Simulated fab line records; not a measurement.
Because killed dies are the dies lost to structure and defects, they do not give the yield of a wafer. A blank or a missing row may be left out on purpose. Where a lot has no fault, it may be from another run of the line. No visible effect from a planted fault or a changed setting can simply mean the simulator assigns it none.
Split-lot trial | flow n5Finfet | on a route of 1938 steps: 7 lots, 39 wafers read

== THE SPLIT ==
At N5_MOL_CONTACT_COAG_ETCH_106 (etches SOC in N2/H2, target depth 80 nm, overetch 16 nm, time 120 s), the setting sourceW was moved away from the recipe's 840 W on 12 of the 39 wafers read, by -17.7% to +17.8%. This setting was run at the recipe's value on the other wafers.

The split's own step is where the reading is taken.

== THE READING ==
rfVppV, in V, at N5_MOL_CONTACT_COAG_ETCH_106 (etches SOC in N2/H2, target depth 80 nm, overetch 16 nm, time 120 s). Typical for fault-free wafers on this fab line: 524.7 V, with standard deviation 1.9 V.

wafer  | tool, chamber at the split | sourceW as run, W | against the recipe | rfVppV, V | against lot-mates on the recipe
L076.1 | rieDiel-05, 1              | 989.3             | +17.8%             | 497.1     | -27.4
L076.2 | rieDiel-05, 0              | 840               | recipe             | 522.8     | -
L076.3 | rieDiel-05, 3              | 840               | recipe             | 527.9     | -
L076.4 | rieDiel-05, 2              | 989.3             | +17.8%             | 493.6     | -30.9
L076.5 | rieDiel-05, 2              | 840               | recipe             | 522.7     | -
L076.6 | rieDiel-05, 1              | 989.3             | +17.8%             | 495.3     | -29.2
L082.1 | rieDiel-05, 3              | 840               | recipe             | 526.4     | -
L082.2 | rieDiel-05, 2              | 840               | recipe             | 524.3     | -
L082.3 | rieDiel-05, 1              | 840               | recipe             | 523.7     | -
L082.4 | rieDiel-05, 0              | 840               | recipe             | 522.3     | -
L082.5 | rieDiel-05, 0              | 840               | recipe             | 520.7     | -
L082.6 | rieDiel-05, 3              | 840               | recipe             | 526.0     | -
L088.1 | rieDiel-05, 3              | 912.3             | +8.6%              | 512.1     | -9.5
L088.2 | rieDiel-05, 2              | 840               | recipe             | 522.1     | -
L088.3 | rieDiel-05, 1              | 912.3             | +8.6%              | 509.0     | -12.6
L088.4 | rieDiel-05, 0              | 840               | recipe             | 521.2     | -
L088.5 | rieDiel-05, 2              | 840               | recipe             | 521.6     | -
L088.6 | rieDiel-05, 3              | 912.3             | +8.6%              | 511.9     | -9.7
L091.1 | rieDiel-06, 2              | 840               | recipe             | 526.5     | -
L091.4 | rieDiel-06, 3              | 840               | recipe             | 522.4     | -
L091.6 | rieDiel-06, 3              | 840               | recipe             | 522.8     | -
L092.1 | rieDiel-06, 3              | 840               | recipe             | 522.6     | -
L092.2 | rieDiel-06, 1              | 840               | recipe             | 525.0     | -
L092.3 | rieDiel-06, 0              | 840               | recipe             | 526.8     | -
L092.4 | rieDiel-06, 2              | 840               | recipe             | 526.5     | -
L092.5 | rieDiel-06, 1              | 840               | recipe             | 525.2     | -
L092.6 | rieDiel-06, 2              | 840               | recipe             | 525.6     | -
L095.1 | rieDiel-06, 1              | 775.4             | -7.7%              | 538.3     | +13.2
L095.2 | rieDiel-06, 3              | 775.4             | -7.7%              | 536.2     | +11.1
L095.3 | rieDiel-06, 0              | 775.4             | -7.7%              | 541.5     | +16.4
L095.4 | rieDiel-06, 2              | 840               | recipe             | 525.1     | -
L095.5 | rieDiel-06, 1              | 840               | recipe             | 524.9     | -
L095.6 | rieDiel-06, 2              | 840               | recipe             | 525.3     | -
L096.1 | rieDiel-05, 3              | 691.4             | -17.7%             | 561.0     | +38.3
L096.2 | rieDiel-05, 1              | 840               | recipe             | 524.8     | -
L096.3 | rieDiel-05, 2              | 840               | recipe             | 522.2     | -
L096.4 | rieDiel-05, 0              | 840               | recipe             | 521.1     | -
L096.5 | rieDiel-05, 1              | 691.4             | -17.7%             | 557.9     | +35.2
L096.6 | rieDiel-05, 2              | 691.4             | -17.7%             | 557.1     | +34.4

THE FIT
A straight line over all 39 wafers: rfVppV changes by -1.77 V for each +1% of sourceW; r = -0.99; the points scatter about the line by 2.3 V.
The same after taking each lot's own level away (the mean of its wafers on the recipe; 39 wafers): -1.77 V for each +1%; r = -0.99; scatter 2.4 V.
That fit puts the effect of the largest move of sourceW on the reading at 32 V.
From 521.63 to 525.28 V: that is the span of the lots' own levels, equal to 1.9 times the standard deviation above.
The two slopes agree, so the slope changes little with the lot-to-lot level.
Check: with one of the wafers moved furthest among these (+17.8%) left out of the fit, the line predicts -31.2 V for it against its lot-mates. It came out at -27.4 V against them.
Tool readings at the split's step, against how far the setting was moved: rfVppV r = -0.99.

== OTHER SPLITS ON THESE WAFERS ==
Note: prior to the reading, these wafers also went through further splits. Each is held against what the fit with the lots' levels taken away leaves over:
other split on the same wafers              | wafers away from the commonest value | r with rfVppV (lot level and that fit taken away)
N5_PMOS_HMC_CHANNEL_EPI_EPI_20 pressureTorr | 33                                   | +0.26
N5_DUMMY_GATE_ETCH_37 sourceW               | 15                                   | +0.08
N5_SD_EPI_N_EXPOSE_06 doseMj                | 18                                   | -0.21
N5_HKMG_FIN_ETCH_54 biasW                   | 9                                    | -0.18
N5_HKMG_FIN_ETCH_35 sourceW                 | 9                                    | -0.06
N5_GATE_CUT_ALD_22 aldCycles                | 15                                   | -0.04

== THE FILE'S OWN FIT ==
rfVppV changes by -1.77 V for each +1% of sourceW, r = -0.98.
